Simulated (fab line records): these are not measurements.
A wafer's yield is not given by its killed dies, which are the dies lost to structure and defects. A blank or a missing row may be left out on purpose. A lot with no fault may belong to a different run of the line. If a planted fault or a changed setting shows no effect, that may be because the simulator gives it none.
One fault seen from 2 desks    flow n5Finfet    numbers are kept per desk, each desk with only its own; the story behind them comes last

METROLOGY DESK
Lot by lot, what the gauges showed, no matter which tool ran the lot: averages of those sampled wafers that carry a number. The brackets show how far a lot's mean lies from the usual mean; more than 4 standard deviations puts the lot out of limits, marked OUT. Readings shown: 7 of its 10, picked as those furthest out on some lot.
Columns: A = DIBL_N at N5_BEOL_M4_RC_MEAS_101, usual 37.2 mV/V; B = DIBL_P at N5_BEOL_M4_RC_MEAS_101, usual 38 mV/V; C = IOFF_N at N5_BEOL_M4_RC_MEAS_101, usual 0.17 nA/um; D = ION_P at N5_BEOL_M4_RC_MEAS_101, usual 461 uA/um; E = SS_N at N5_BEOL_M4_RC_MEAS_101, usual 71.8 mV/dec; F = VT_N at N5_BEOL_M4_RC_MEAS_101, usual 250 mV; G = VT_P at N5_BEOL_M4_RC_MEAS_101, usual -249 mV
lot   first seen here  A     B   C     D    E     F    G
L119  day 10 17:03     38.2  38  0.22  460  72.7  247  -248
L123  day 12 05:15     39.6  41  0.23  462  73.1  248  -249
L124  day 12 10:05     37.7  41  0.19  467  72.2  249  -243
L132  day 14 02:05     33.8  34  0.12  450  70.8  256  -254
Result from this desk: across the 4 lots, nothing is out of limits.

FOR THE TOOL OWNER'S DESK: pecvd-03
The tool's own readings at N5_BEOL_M0_SAQP_PECVD_00 (deposits SiCN from 3MS/NH3, target thk 8 nm, time 14 s): means of the sampled wafers that have a number, for each lot that ran on this tool. The brackets show how far a lot's mean lies from the usual mean; more than 4 standard deviations puts the lot out of limits, marked OUT.
Columns: A = showerheadPlenumPTorr at N5_BEOL_M0_SAQP_PECVD_00, usual 3.669 Torr; B = throttleValvePct at N5_BEOL_M0_SAQP_PECVD_00, usual 9.0 %
lot   first seen here  A      B
L119  day 8 01:55      3.688  9.0
L123  day 8 22:42      3.681  9.2
L124  day 9 01:42      3.698  8.7
Result from this desk: across the 3 lots, nothing is out of limits.

TAKEN TOGETHER
The metrology desk saw nothing out of limits.
Nothing out of limits was seen by the tool owner's desk.

WHAT THE SIMULATOR HAD PUT IN
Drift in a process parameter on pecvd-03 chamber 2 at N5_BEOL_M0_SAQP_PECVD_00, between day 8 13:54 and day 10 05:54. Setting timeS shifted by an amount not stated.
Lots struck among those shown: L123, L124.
